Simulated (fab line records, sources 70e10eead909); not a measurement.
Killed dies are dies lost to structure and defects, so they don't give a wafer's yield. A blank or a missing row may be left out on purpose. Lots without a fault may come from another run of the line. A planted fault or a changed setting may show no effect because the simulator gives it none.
Chamber matching | flow nand_harc | NHARC_A_STAIRCASE_DEP_301 on pecvd-01: 3 sister chambers
The step deposits SiON, target thk 30 nm. 22 wafers are shown with their chamber, then 11 later ones without.

WAFERS WITH THEIR CHAMBER
wafer  | chamber | showerhead_vpp_V (V) | heater_power_w (W) | rf_fwd_power_W (W)
L075.1 | 2       | 1023                 | 701                | 349.6
L075.3 | 1       | 1125                 | 743                | 347.4
L075.5 | 0       | 1190                 | 906                | 348.6
L074.1 | 2       | 1030                 | 678                | 347.9
L074.2 | 0       | 1162                 | 897                | 347.9
L074.3 | 1       | 1110                 | 634                | 348.9
L077.2 | 1       | 1110                 | 670                | 347.6
L077.4 | 2       | 1019                 | 649                | 348.1
L077.6 | 0       | 1182                 | 869                | 347.1
L079.1 | 1       | 1111                 | 779                | 347.5
L079.2 | 0       | 1178                 | 902                | 348.5
L079.3 | 2       | 1029                 | 694                | 346.6
L080.1 | 0       | 1186                 | 845                | 349.1
L080.2 | 1       | 1122                 | 704                | 347.5
L080.6 | 2       | 1044                 | 579                | 346.5
L081.1 | 0       | 1202                 | 913                | 349.2
L081.3 | 1       | 1111                 | 681                | 346.3
L081.5 | 1       | 1124                 | 683                | 348.4
L083.1 | 2       | 1020                 | 684                | 349.1
L083.2 | 0       | 1168                 | 897                | 347.4
L083.6 | 0       | 1170                 | 905                | 348.5
L089.1 | 2       | 1035                 | 672                | 352.0

SIGNATURES (means of the wafers above)
reading          | chamber 0 | chamber 1 | chamber 2 | scatter within a chamber
showerhead_vpp_V | 1179.75   | 1116.14   | 1028.57   | 10.2
heater_power_w   | 891.75    | 699.14    | 665.29    | 38.4
rf_fwd_power_W   | 348.288   | 347.657   | 348.543   | 1.26
Rule: a wafer's distance from a chamber is the root of the sum, over the readings, of the square of ((its reading less the chamber's mean) divided by the reading's scatter). The wafer belongs to the nearest chamber; if the next one is less than 2 further off, it can't be placed. The scatter: the root of (the sum of the squares of (reading less its chamber's mean) over the shown wafers, divided by (wafers less chambers)).

WAFERS WITHOUT THEIR CHAMBER
wafer  | showerhead_vpp_V (V) | heater_power_w (W) | rf_fwd_power_W (W)
L089.2 | 1116                 | 760                | 348.9
L089.6 | 1162                 | 761                | 349.0
L091.2 | 1120                 | 721                | 350.7
L091.3 | 1014                 | 689                | 348.4
L091.4 | 1099                 | 717                | 350.6
L093.1 | 1121                 | 683                | 347.7
L093.3 | 1036                 | 702                | 347.6
L093.4 | 1201                 | 825                | 349.5
L097.2 | 1175                 | 790                | 348.2
L097.3 | 1043                 | 628                | 350.9
L097.4 | 1019                 | 621                | 349.1

WHICH CHAMBER EACH WENT THROUGH
wafer  | from the rows above     | in truth
L089.2 | 1                       | 1
L089.6 | can't be placed: 0 or 1 | 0
L091.2 | 1                       | 1
L091.3 | 2                       | 2
L091.4 | 1                       | 1
L093.1 | 1                       | 1
L093.3 | 2                       | 2
L093.4 | 0                       | 0
L097.2 | 0                       | 0
L097.3 | 2                       | 2
L097.4 | 2                       | 2
Placed correctly: 10 of 11. Can't be placed from these rows: 1 (the true chamber is among the candidates in 1). Placed wrongly: 0.
